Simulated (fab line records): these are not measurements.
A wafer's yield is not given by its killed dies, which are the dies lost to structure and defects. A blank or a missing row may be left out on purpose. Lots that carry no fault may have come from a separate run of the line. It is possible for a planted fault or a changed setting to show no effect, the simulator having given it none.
Matching of chambers | flow n5-finfet | 3 sister chambers for N5_FIN_SAQP_PECVD_06 on pecvd-03
The step deposits a-Si from SiH4/He, target thk 60 nm, time 48.1 s. 16 wafers are shown with their chamber, then 8 later ones without.

WAFERS PAIRED WITH THEIR CHAMBERS
wafer  | chamber | throttle-valve-pct (%) | showerhead-plenum-p-Torr (Torr) | heater-power-w (W)
L078.1 | 1       | 18.1                   | 5.68                            | 860
L078.2 | 2       | 16.5                   | 5.73                            | 966
L078.6 | 2       | 16.3                   | 5.74                            | 953
L082.2 | 2       | 16.4                   | 5.74                            | 960
L082.3 | 0       | 19.3                   | 5.63                            | 698
L082.6 | 0       | 19.2                   | 5.63                            | 685
L083.3 | 2       | 16.4                   | 5.73                            | 999
L083.4 | 0       | 19.2                   | 5.64                            | 720
L083.5 | 1       | 18.0                   | 5.69                            | 799
L084.1 | 1       | 18.2                   | 5.70                            | 788
L084.2 | 2       | 16.5                   | 5.75                            | 959
L084.5 | 1       | 18.0                   | 5.69                            | 783
L086.1 | 0       | 19.5                   | 5.65                            | 697
L086.2 | 1       | 18.4                   | 5.67                            | 823
L086.5 | 2       | 16.9                   | 5.74                            | 969
L088.1 | 2       | 16.6                   | 5.75                            | 862

SIGNATURES, as means of the wafers listed above
reading                  | chamber 0 | chamber 1 | chamber 2 | scatter within a chamber
throttle-valve-pct       | 19.300    | 18.140    | 16.514    | 0.176
showerhead-plenum-p-Torr | 5.6375    | 5.6860    | 5.7400    | 0.00959
heater-power-w           | 700.00    | 810.60    | 952.57    | 34.6
Rule: for each reading, subtract the chamber's mean from the wafer's reading, divide by that reading's scatter and square the result; add these up over the readings and take the root, which gives the wafer's distance from the chamber. If the next closest chamber is less than 2 further off than the closest, the wafer can't be placed; otherwise it belongs to the closest. How the scatter is found: for the shown wafers, subtract from each reading the mean of its chamber, square and add these, divide the total by (wafers less chambers), then take the root.

WAFERS WHOSE CHAMBER IS MISSING
wafer  | throttle-valve-pct (%) | showerhead-plenum-p-Torr (Torr) | heater-power-w (W)
L088.2 | 18.0                   | 5.68                            | 835
L088.3 | 19.3                   | 5.64                            | 630
L088.4 | 16.5                   | 5.71                            | 871
L088.5 | 18.1                   | 5.69                            | 833
L088.6 | 19.3                   | 5.65                            | 627
L094.1 | 16.6                   | 5.73                            | 898
L094.3 | 18.2                   | 5.68                            | 839
L094.6 | 18.2                   | 5.69                            | 831

THE CHAMBER EACH PASSED THROUGH
wafer  | from the rows above | in truth
L088.2 | 1                   | 1
L088.3 | 0                   | 0
L088.4 | 2                   | 2
L088.5 | 1                   | 1
L088.6 | 0                   | 0
L094.1 | 2                   | 2
L094.3 | 1                   | 1
L094.6 | 1                   | 1
Correct placement for 8 of the 8. From these rows, 0 cannot be placed. Number placed wrongly: 0.
